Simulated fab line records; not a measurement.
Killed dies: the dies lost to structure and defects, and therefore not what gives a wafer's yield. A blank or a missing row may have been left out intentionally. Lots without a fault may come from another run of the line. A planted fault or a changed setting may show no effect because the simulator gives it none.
fab line records	flow nandHarc	part 2 of 2: steps 5 to 6 of 6
record: lots: 22	wafers: 66	lastDay: 34
route steps=1302 shown A_STAIRCASE@795 A_SGD_CUT@905
lots untouched by any fault: they come from a run of this same line in which no faults occurred
startH: hours from the record's opening day to when the first of the lot's shown wafers began	waitH: hours from the lot's prior step to this one	" as in the row above	L1.1+2: a row that stands for several wafers	- no value present, or no start provided	* or withheld: withheld	< > ~ a bound
route shown NAME@n: names a module that has steps shown in the file, with the first one's number in the route	usual: mean and standard deviation over wafers with no fault	same: alike in all rows	chamber/n: place in a boat	sites: the reading at each site	_std_site: standard deviation of those values	_edge_site: mean of outer sites minus mean of inner sites	radiusMm: for every site, how far away it sits from the centre of the wafer	mask NAME#n: copy n	behind: the most recent tool/chamber to have shaped the wafer	hold: reason for holding the lot/hours on hold/outcome of the hold	device: names the non-switching transistor (n, p or np)	end of line: the tests these same wafers got at the end of their route	a step given without rows: its recipe and nothing more	killed: not the wafer's yield, but the dies lost to structure and defects at the first sort	map: a wafer's dies, x killed, . not, _ none there
set.NAME: the setting that was run; set.NAME@STEP: the one run at that earlier step	model.NAME: the simulator's own value behind a step, which no gauge read
the route's steps for a sample of lots (tables are steps, rows are wafers)
services: a tool's chamber out of use, with start hour (startH, from the record's first day; less than 0 if before it), hours out, and reason
== steps ==
step: NHARC_A_STAIRCASE_ETCHBACK_422
recipe: targetDepthA: 400	overEtchFrac: 0.3	timeS: 74.286	ionEnergyEv: 120	ch3fFlowSccm: 50	o2FlowSccm: 30	arFlowSccm: 200	rfW: 500	biasW: 100	chemistry: CH3F/O2
usual: drypumpMotorCurrentA: 5.9/0.46	oesProductAu: 0.96/0.039	rfVppV: 245.3/1.5	showerheadPlenumPTorr: 2.53/0.1	throttleValvePct: 20.663/0.0092
lot.wafer	tool	chamber	startH	waitH	drypumpMotorCurrentA	oesProductAu	rfHoursCounterH	rfVppV	showerheadPlenumPTorr	throttleValvePct
L074.1	rieDiel-04	0	444.66	0.2	5.3	0.94	24	243.4	2.41	20.690
L074.3	"	3	"	"	6.0	0.92	30	244.8	2.60	20.668
L074.5	"	0	"	"	5.3	0.93	-	243.7	2.40	20.666
L076.4	rieDiel-04	0	459.20	0.1	5.3	1.02	32	244.4	2.40	20.660
L076.1	"	1	"	"	6.0	0.98	36	248.3	2.65	20.659
L076.6	"	0	"	"	5.3	1.01	-	244.8	2.40	20.657
L078.4	rieDiel-04	0	465.47	0.1	5.3	1.01	34	242.8	2.40	20.665
L078.3	"	2	"	"	6.3	0.98	43	244.8	2.64	20.655
L078.6	"	0	"	"	5.3	1.00	-	244.3	2.40	20.661
L079.1	rieDiel-12	2	474.14	0.1	5.3	1.01	5	242.4	2.34	20.664
L079.4	"	1	"	"	6.7	1.01	7	246.1	2.53	20.668
L079.5	"	3	"	"	5.9	1.01	-	244.7	2.55	20.666
L077.3	rieDiel-12	3	474.45	0.2	5.9	1.01	5	245.2	2.55	20.664
L077.6	"	1	"	"	6.7	1.00	-	246.5	2.53	20.649
L077.5	"	2	"	"	5.3	1.01	-	243.4	2.34	20.674
L080.2	rieDiel-02	2	494.55	0.1	5.5	0.99	28	244.9	2.46	20.657
L080.4	"	0	"	"	6.7	0.99	28	243.9	2.52	20.663
L080.6	"	2	"	"	5.5	0.98	-	245.0	2.46	20.668
L081.3	rieDiel-02	1	506.80	0.2	5.0	0.92	28	244.4	2.45	20.655
L081.4	"	0	"	"	6.7	0.92	31	245.6	2.52	20.651
L081.5	"	2	"	"	5.5	0.92	-	245.5	2.46	20.665
L083.2	rieDiel-04	3	513.25	0.1	6.1	0.99	51	247.5	2.59	20.684
L083.3	"	1	"	"	6.0	0.99	53	245.8	2.64	20.672
L083.1	"	2	"	"	6.3	0.99	55	247.1	2.64	20.652
L082.3	rieDiel-04	2	513.93	0.2	6.3	0.93	55	248.3	2.64	20.668
L082.5	"	0	"	"	5.3	0.93	-	244.8	2.40	20.644
L082.6	"	1	"	"	6.0	0.92	-	247.0	2.64	20.672
L085.4	rieDiel-12	2	543.12	0.2	5.3	1.01	25	242.7	2.34	20.648
L085.5	"	3	"	"	5.9	1.01	-	246.3	2.54	20.659
L085.6	"	0	"	"	5.8	1.01	-	245.9	2.65	20.653
L086.2	rieDiel-12	2	553.61	0.2	5.3	0.94	28	243.5	2.34	20.657
L086.5	"	3	"	"	5.9	0.93	-	243.7	2.54	20.666
L086.6	"	0	"	"	5.8	0.93	-	246.6	2.65	20.673
L087.3	rieDiel-04	1	567.83	0.1	6.0	1.00	4	247.4	2.63	20.650
L087.2	"	2	"	"	6.3	0.99	5	245.3	2.63	20.659
L087.6	"	1	"	"	6.1	0.99	-	246.1	2.63	20.655
L089.4	rieDiel-04	1	580.71	0.1	6.0	1.00	10	247.8	2.63	20.656
L089.3	"	2	"	"	6.3	0.99	11	247.2	2.63	20.651
L089.5	"	1	"	"	6.0	1.02	-	247.1	2.63	20.665
L088.4	rieDiel-12	3	580.78	0.2	5.9	0.95	42	246.1	2.54	20.659
L088.3	"	0	"	"	5.8	0.94	47	246.8	2.64	20.662
L088.6	"	1	"	"	6.7	0.93	-	244.6	2.51	20.679
L091.4	rieDiel-04	3	599.70	0.1	6.1	0.92	18	245.6	2.58	20.657
L091.1	"	1	"	"	6.0	0.93	19	246.2	2.63	20.673
L091.6	"	0	"	"	5.4	0.93	-	242.4	2.39	20.662
L090.3	rieDiel-02	3	599.83	0.1	5.6	1.00	3	245.2	2.51	20.665
L090.2	"	1	"	"	5.1	0.98	5	243.3	2.43	20.675
L090.6	"	0	"	"	6.7	1.00	-	245.6	2.51	20.669
L093.4	rieDiel-04	2	614.79	0.1	6.3	0.97	24	247.1	2.62	20.638
L093.2	"	3	"	"	6.1	0.99	22	245.5	2.58	20.658
L093.3	"	1	"	"	6.1	0.98	25	246.8	2.62	20.654
L092.4	rieDiel-04	1	615.11	0.2	6.0	0.92	25	246.3	2.62	20.660
L092.3	"	2	"	"	6.3	0.91	24	246.2	2.62	20.685
L092.5	"	1	"	"	6.0	0.92	-	246.4	2.62	20.666
L094.4	rieDiel-04	3	625.80	0.2	6.1	0.91	25	245.9	2.57	20.672
L094.5	"	2	"	"	6.3	0.91	-	246.6	2.62	20.668
L094.6	"	3	"	"	6.1	0.92	-	246.7	2.57	20.665
L096.4	rieDiel-02	1	650.85	0.1	5.0	0.92	25	244.4	2.43	20.669
L096.1	"	2	"	"	5.5	0.91	25	244.3	2.44	20.675
L096.5	"	1	"	"	5.0	0.92	-	243.3	2.43	20.653
L095.2	rieDiel-04	3	651.13	0.2	6.1	0.92	33	246.5	2.57	20.672
L095.4	"	0	"	"	5.3	0.94	34	244.1	2.38	20.662
L095.5	"	3	"	"	6.1	0.92	-	244.5	2.57	20.665
L097.1	rieDiel-12	2	672.86	0.2	5.3	1.01	13	242.4	2.32	20.648
L097.3	"	3	"	"	5.9	1.02	9	246.1	2.53	20.657
L097.5	"	1	"	"	6.7	1.00	-	244.4	2.50	20.672
step: NHARC_A_SGD_CUT_ETCH_58
recipe: targetDepthA: 390	overEtchFrac: 0.3	timeS: 65	ionEnergyEv: 80	cf4FlowSccm: 150	arFlowSccm: 0	rfW: 300	biasW: 100	chemistry: CF4
usual: drypumpMotorCurrentA: 5.7/0.37	oesProductAu: 1.000/0.0092	rfVppV: 151.2/1.3	showerheadPlenumPTorr: 1.76/0.077	throttleValvePct: 13.284/0.009
lot.wafer	tool	chamber	startH	waitH	drypumpMotorCurrentA	oesProductAu	rfHoursCounterH	rfVppV	showerheadPlenumPTorr	throttleValvePct
L074.1	rieDiel-10	3	447.09	0.1	5.7	1.001	1	149.5	1.65	13.286
L074.3	"	1	"	"	5.3	1.006	1	152.8	1.87	13.282
L074.5	"	3	"	"	5.7	1.000	-	148.3	1.65	13.273
L076.1	rieDiel-10	0	461.38	0.1	5.7	0.997	3	150.5	1.73	13.289
L076.4	"	2	"	"	5.8	1.007	3	151.5	1.80	13.298
L076.6	"	3	"	"	5.7	1.012	-	150.7	1.65	13.290
L078.3	rieDiel-09	2	467.81	0.1	5.9	0.979	6	151.3	1.78	13.286
L078.4	"	0	"	"	5.4	1.004	10	149.8	1.66	13.283
L078.6	"	2	"	"	5.9	0.983	-	151.8	1.78	13.279
L079.1	rieDiel-09	1	476.47	0.1	5.4	0.993	11	150.8	1.79	13.291
L079.4	"	2	"	"	5.9	0.990	6	151.3	1.78	13.291
L079.5	"	0	"	"	5.3	1.001	-	149.5	1.66	13.276
L077.3	rieDiel-13	3	476.75	0.1	5.5	0.993	6	152.8	1.82	13.287
L077.5	"	3	"	"	5.5	0.993	-	153.0	1.82	13.280
L077.6	"	0	"	"	6.5	1.002	-	150.9	1.85	13.282
L080.4	rieDiel-10	2	496.94	0.1	5.9	1.006	5	152.5	1.80	13.292
L080.2	"	0	"	"	5.7	0.993	5	149.4	1.73	13.271
L080.6	"	3	"	"	5.6	1.002	-	150.0	1.65	13.297
L081.3	rieDiel-10	0	509.08	0.1	5.6	0.997	7	150.8	1.73	13.284
L081.4	"	1	"	"	5.3	0.998	6	151.6	1.87	13.274
L081.5	"	3	"	"	5.6	1.003	-	148.8	1.65	13.272
L083.1	rieDiel-09	0	515.71	0.1	5.3	1.016	0	149.4	1.66	13.288
L083.2	"	1	"	"	5.4	0.998	0	153.2	1.79	13.264
L083.3	"	3	"	"	5.0	0.996	0	150.0	1.71	13.273
L082.3	rieDiel-13	3	516.31	0.1	5.6	1.002	8	151.9	1.82	13.293
L082.6	"	0	"	"	6.5	1.007	-	151.1	1.85	13.281
L082.5	"	1	"	"	5.8	1.012	-	151.5	1.82	13.270
L085.4	rieDiel-09	2	545.48	0.1	5.9	0.992	1	150.4	1.78	13.299
L085.6	"	2	"	"	5.9	1.000	-	150.5	1.78	13.297
L085.5	"	3	"	"	5.1	0.994	-	150.7	1.71	13.290
L086.2	rieDiel-10	3	556.03	0.1	5.6	0.996	13	148.9	1.65	13.266
L086.5	"	0	"	"	5.6	0.996	-	152.0	1.73	13.267
L086.6	"	1	"	"	5.3	0.993	-	153.2	1.87	13.279
L087.3	rieDiel-10	1	570.15	0.1	5.3	1.007	12	153.8	1.87	13.291
L087.2	"	2	"	"	5.8	1.011	13	152.0	1.80	13.283
L087.6	"	1	"	"	5.3	1.009	-	150.5	1.87	13.275
L088.4	rieDiel-09	3	582.95	0.1	5.0	1.000	3	150.5	1.71	13.265
L088.3	"	1	"	"	5.4	1.002	4	151.9	1.79	13.277
L088.6	"	3	"	"	5.0	0.988	-	151.6	1.71	13.300
L089.3	rieDiel-13	1	583.11	0.1	5.8	0.999	2	151.9	1.82	13.288
L089.4	"	3	"	"	5.5	1.000	2	151.6	1.82	13.286
L089.5	"	1	"	"	5.8	0.987	-	152.7	1.82	13.281
L091.4	rieDiel-13	3	602.73	0.1	5.5	0.999	4	152.0	1.82	13.267
L091.1	"	1	"	"	5.8	0.999	3	151.9	1.82	13.286
L091.6	"	3	"	"	5.5	1.009	-	151.4	1.82	13.289
L090.3	rieDiel-09	1	603.00	0.2	5.3	1.005	6	151.3	1.79	13.275
L090.2	"	0	"	"	5.3	0.998	6	150.1	1.66	13.296
L090.6	"	2	"	"	5.9	1.000	-	150.7	1.77	13.280
L092.3	rieDiel-13	0	617.44	0.1	6.4	1.007	4	152.5	1.85	13.280
L092.4	"	1	"	"	5.8	0.993	4	151.4	1.82	13.301
L092.5	"	2	"	"	6.1	0.990	-	151.7	1.65	13.279
L093.4	rieDiel-10	0	617.59	0.1	5.7	0.996	0	150.6	1.73	13.266
L093.3	"	1	"	"	5.3	1.011	1	153.1	1.87	13.282
L093.2	"	2	"	"	5.8	0.991	1	152.7	1.79	13.295
L094.4	rieDiel-10	2	628.23	0.1	5.8	0.993	2	151.2	1.79	13.278
L094.6	"	3	"	"	5.6	1.014	-	149.7	1.64	13.283
L094.5	"	0	"	"	5.7	1.002	-	151.1	1.73	13.275
L096.4	rieDiel-13	3	653.04	0.1	5.5	1.009	7	152.3	1.82	13.286
L096.1	"	0	"	"	6.5	1.004	6	151.9	1.85	13.282
L096.5	"	3	"	"	5.5	1.008	-	154.3	1.82	13.290
L095.2	rieDiel-13	3	653.42	0.1	5.5	1.020	7	150.8	1.82	13.279
L095.4	"	1	"	"	5.9	1.003	6	152.3	1.82	13.277
L095.5	"	0	"	"	6.5	1.009	-	152.6	1.85	13.287
L097.3	rieDiel-10	3	675.18	0.1	5.6	1.027	6	149.5	1.64	13.265
L097.1	"	0	"	"	5.7	0.989	6	150.4	1.73	13.276
L097.5	"	1	"	"	5.3	1.002	-	152.8	1.87	13.278
== services ==
tool	chamber	startH	hours	kind
rieDiel-04	-	359.22	9.0	pm
pecvd-03	-	366.00	13.0	pm
rieDiel-02	-	371.02	0.4	repair
rieDiel-04	-	387.35	0.5	repair
rieDiel-02	-	397.36	9.0	pm
rieDiel-04	0	402.33	7.7	repair
rieDiel-02	-	416.53	0.6	repair
rieDiel-12	-	447.28	9.0	pm
rieDiel-02	3	455.29	2.5	repair
rieDiel-02	1	464.31	4.4	repair
pecvd-03	2	483.37	145.3	repair
aclDep-03	-	487.13	13.0	pm
rieDiel-12	2	499.02	10.7	repair
rieDiel-12	2	519.50	1.4	repair
rieDiel-04	-	536.33	9.0	pm
pecvd-03	-	547.00	13.0	pm
rieDiel-02	-	574.52	9.0	pm
rieDiel-12	3	596.29	4.9	repair
pecvd-03	0	609.06	12.5	repair
rieDiel-12	-	624.32	9.0	pm
rieDiel-12	3	657.95	6.1	repair
aclDep-03	-	668.13	13.0	pm
rieDiel-04	3	673.68	6.7	repair
rieDiel-12	3	673.72	3.6	repair
